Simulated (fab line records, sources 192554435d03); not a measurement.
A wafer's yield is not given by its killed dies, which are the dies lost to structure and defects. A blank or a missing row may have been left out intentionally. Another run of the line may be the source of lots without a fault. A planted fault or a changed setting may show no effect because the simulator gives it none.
Matching of chambers | flow n5Finfet | uvCure-02 running N5_BEOL_M6_CURE_74: 3 sister chambers
The step cures SiCOH lowk, time 240 s. 6 wafers are shown with their chamber, then 10 later ones without.

WAFERS, EACH WITH ITS CHAMBER
wafer  | chamber | wafer_temp_C_max | lampPowerPct (%)
L081.5 | 2       | 386.2            | 52.34
L081.6 | 2       | 385.9            | 52.25
L085.2 | 1       | 386.9            | 52.36
L085.3 | 1       | 386.6            | 52.37
L086.2 | 0       | 388.6            | 52.27
L086.3 | 0       | 389.3            | 52.39

WAFERS WHOSE CHAMBER IS MISSING
wafer  | wafer_temp_C_max | lampPowerPct (%)
L086.4 | 387.6            | 52.21
L092.1 | 386.0            | 52.29
L092.2 | 386.1            | 52.33
L092.3 | 386.3            | 52.26
L094.3 | 388.1            | 52.25
L094.4 | 388.1            | 52.29
L094.6 | 387.9            | 52.43
L097.2 | 386.2            | 52.32
L097.3 | 385.7            | 52.33
L097.5 | 385.9            | 52.42

CHAMBER TAKEN BY EACH
wafer  | from the rows above          | in truth
L086.4 | can't be placed: 1 or 0 or 2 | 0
L092.1 | 2                            | 2
L092.2 | can't be placed: 2 or 1      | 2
L092.3 | can't be placed: 2 or 1      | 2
L094.3 | can't be placed: 0 or 1      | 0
L094.4 | can't be placed: 0 or 1      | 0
L094.6 | can't be placed: 0 or 1      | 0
L097.2 | can't be placed: 2 or 1      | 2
L097.3 | 2                            | 2
L097.5 | can't be placed: 2 or 1      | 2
Placed correctly: 2 of 10. Unplaceable from these rows: 8, with the true chamber sitting among the candidates in 8. Placed wrongly: 0.
How it was worked out, from the rows above alone: a wafer's distance from a chamber is the root of the sum, over the readings, of the square of ((its reading less the chamber's mean) divided by the reading's scatter). The wafer belongs to the nearest chamber; if the next one is less than 2 further off, it can't be placed. Each chamber's mean is taken over the wafers shown for it. The scatter: the root of (the sum of the squares of (reading less its chamber's mean) over the shown wafers, divided by (wafers less chambers)).
